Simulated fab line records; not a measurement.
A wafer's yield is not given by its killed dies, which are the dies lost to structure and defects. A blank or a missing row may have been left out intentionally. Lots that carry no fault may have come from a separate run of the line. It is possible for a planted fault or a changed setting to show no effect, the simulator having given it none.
The tool behind it: which one? + flow n5_finfet + 36 wafers from 12 lots sampled at 3 of the route's 1938 steps

## WHAT THE GAUGES SHOWED, per wafer
N5_PASSIVATION_CD_MEAS_44: the cd target is 40000 nm.
| lot  | measured     | on        | cd_nm (nm)        |
|------|--------------|-----------|-------------------|
| L971 | day 13 23:58 | cd_sem-02 | 39994 39992 39994 |
| L974 | day 14 07:56 | cd_sem-02 | 40005 39998 40000 |
| L975 | day 14 08:07 | cd_sem-01 | 40005 39997 39997 |
| L976 | day 14 17:50 | cd_sem-02 | 40002 39996 39999 |
| L977 | day 15 09:24 | cd_sem-02 | 39997 40001 39997 |
| L978 | day 15 14:29 | cd_sem-03 | 39999 39997 39993 |
| L980 | day 15 22:15 | cd_sem-03 | 40001 40001 40001 |
| L979 | day 16 12:57 | cd_sem-02 | 39993 39995 40001 |
| L982 | day 16 16:27 | cd_sem-03 | 40000 40001 40003 |
| L989 | day 18 02:54 | cd_sem-02 | 39998 39998 39998 |
| L991 | day 18 03:59 | cd_sem-02 | 40001 39997 40001 |
| L992 | day 18 15:41 | cd_sem-02 | 39995 40001 39994 |

## WHICH TOOL RAN EACH LOT (tool, then ch and the chambers of the sampled wafers, then the start)
| lot  | N5_BEOL_M6_SPUTTER_48        | N5_PASSIVATION_AL_ETCH_33         |
|------|------------------------------|-----------------------------------|
| L971 | pvd_sputter-03, day 10 10:18 | rie_metal-03 ch 0,1, day 13 22:20 |
| L974 | pvd_sputter-01, day 10 22:26 | rie_metal-03 ch 1, day 14 06:15   |
| L975 | pvd_sputter-01, day 10 22:31 | rie_metal-02 ch 0,1, day 14 06:33 |
| L976 | pvd_sputter-02, day 11 09:41 | rie_metal-03 ch 0,1, day 14 16:08 |
| L977 | pvd_sputter-01, day 11 19:15 | rie_metal-03 ch 0,1, day 15 07:49 |
| L978 | pvd_sputter-02, day 12 02:52 | rie_metal-02 ch 0,1, day 15 12:49 |
| L980 | pvd_sputter-03, day 12 17:59 | rie_metal-02 ch 0,1, day 15 20:38 |
| L979 | pvd_sputter-01, day 13 01:54 | rie_metal-01 ch 1, day 16 11:01   |
| L982 | pvd_sputter-02, day 13 07:17 | rie_metal-02 ch 1, day 16 14:46   |
| L989 | pvd_sputter-01, day 14 14:48 | rie_metal-02 ch 0,1, day 18 01:28 |
| L991 | pvd_sputter-02, day 14 15:26 | rie_metal-03 ch 0,1, day 18 02:14 |
| L992 | pvd_sputter-03, day 15 12:37 | rie_metal-03 ch 0,1, day 18 14:13 |
- N5_BEOL_M6_SPUTTER_48: material Cu, target thk 10 nm, time 1.667 s.
- N5_PASSIVATION_AL_ETCH_33: etches Al in Cl2/BCl3, stops on TaN, target depth 2800 nm, time 466.7 s.

## WHAT THE TOOLS THEMSELVES READ (means of the sampled wafers that have a number; where no wafer has one, the mark that the record gives instead)
N5_BEOL_M6_SPUTTER_48.
| lot  | tool           | substrate_temp_c (C) | throttle_valve_pct (%) |
|------|----------------|----------------------|------------------------|
| L971 | pvd_sputter-03 | -20.05               | 29.4                   |
| L974 | pvd_sputter-01 | -19.94               | 31.2                   |
| L975 | pvd_sputter-01 | -19.92               | 29.5                   |
| L976 | pvd_sputter-02 | -19.95               | 29.8                   |
| L977 | pvd_sputter-01 | -20.13               | 30.6                   |
| L978 | pvd_sputter-02 | -20.02               | 30.3                   |
| L980 | pvd_sputter-03 | -20.04               | 29.7                   |
| L979 | pvd_sputter-01 | -19.99               | 31.2                   |
| L982 | pvd_sputter-02 | -20.00               | 29.9                   |
| L989 | pvd_sputter-01 | -20.04               | 30.8                   |
| L991 | pvd_sputter-02 | -20.02               | 29.7                   |
| L992 | pvd_sputter-03 | -20.13               | 30.2                   |

N5_PASSIVATION_AL_ETCH_33.
| lot  | tool         | drypump_motor_current_A (A) | oes_product_au (a.u.) | throttle_valve_pct (%) |
|------|--------------|-----------------------------|-----------------------|------------------------|
| L971 | rie_metal-03 | 5.8                         | 0.68                  | 34.23                  |
| L974 | rie_metal-03 | 5.8                         | 0.62                  | 34.30                  |
| L975 | rie_metal-02 | 5.2                         | 0.67                  | 34.35                  |
| L976 | rie_metal-03 | 5.8                         | 0.68                  | 34.21                  |
| L977 | rie_metal-03 | 5.7                         | 0.74                  | 34.13                  |
| L978 | rie_metal-02 | 5.5                         | 0.68                  | 34.31                  |
| L980 | rie_metal-02 | 5.5                         | 0.68                  | 34.28                  |
| L979 | rie_metal-01 | 5.3                         | 0.73                  | 34.10                  |
| L982 | rie_metal-02 | 5.8                         | 0.70                  | 34.24                  |
| L989 | rie_metal-02 | 5.5                         | 0.67                  | 34.30                  |
| L991 | rie_metal-03 | 5.7                         | 0.73                  | 34.13                  |
| L992 | rie_metal-03 | 5.8                         | 0.65                  | 34.26                  |

## THE ANSWER, worked out from the rows above alone
Rule: usual is defined by the lots themselves. Put in order of their means at a reading, lots are off if they are a third of the lots or fewer, leave a main group of 4 or more, and stand apart from it by a gap of 3 or more times the standard deviation of the main group's means; of several such gaps the widest counts. A main group is skipped when, at the precision printed for the reading in the tables above, its means are all equal. Also off: a lot with no number at a reading for which 4 or more lots have one. The other lots that the step has rows for count as sound. First the gauges in route order, then the tools' own readings, where a lot's mean is used as printed above. The first step at which some lot is off is used, and at that step the reading that is off furthest; a lot without a number counts as furthest.
Across all readings shown, no lot is off: no conclusion can be drawn from this.

## WHAT WAS PUT IN BY THE SIMULATOR
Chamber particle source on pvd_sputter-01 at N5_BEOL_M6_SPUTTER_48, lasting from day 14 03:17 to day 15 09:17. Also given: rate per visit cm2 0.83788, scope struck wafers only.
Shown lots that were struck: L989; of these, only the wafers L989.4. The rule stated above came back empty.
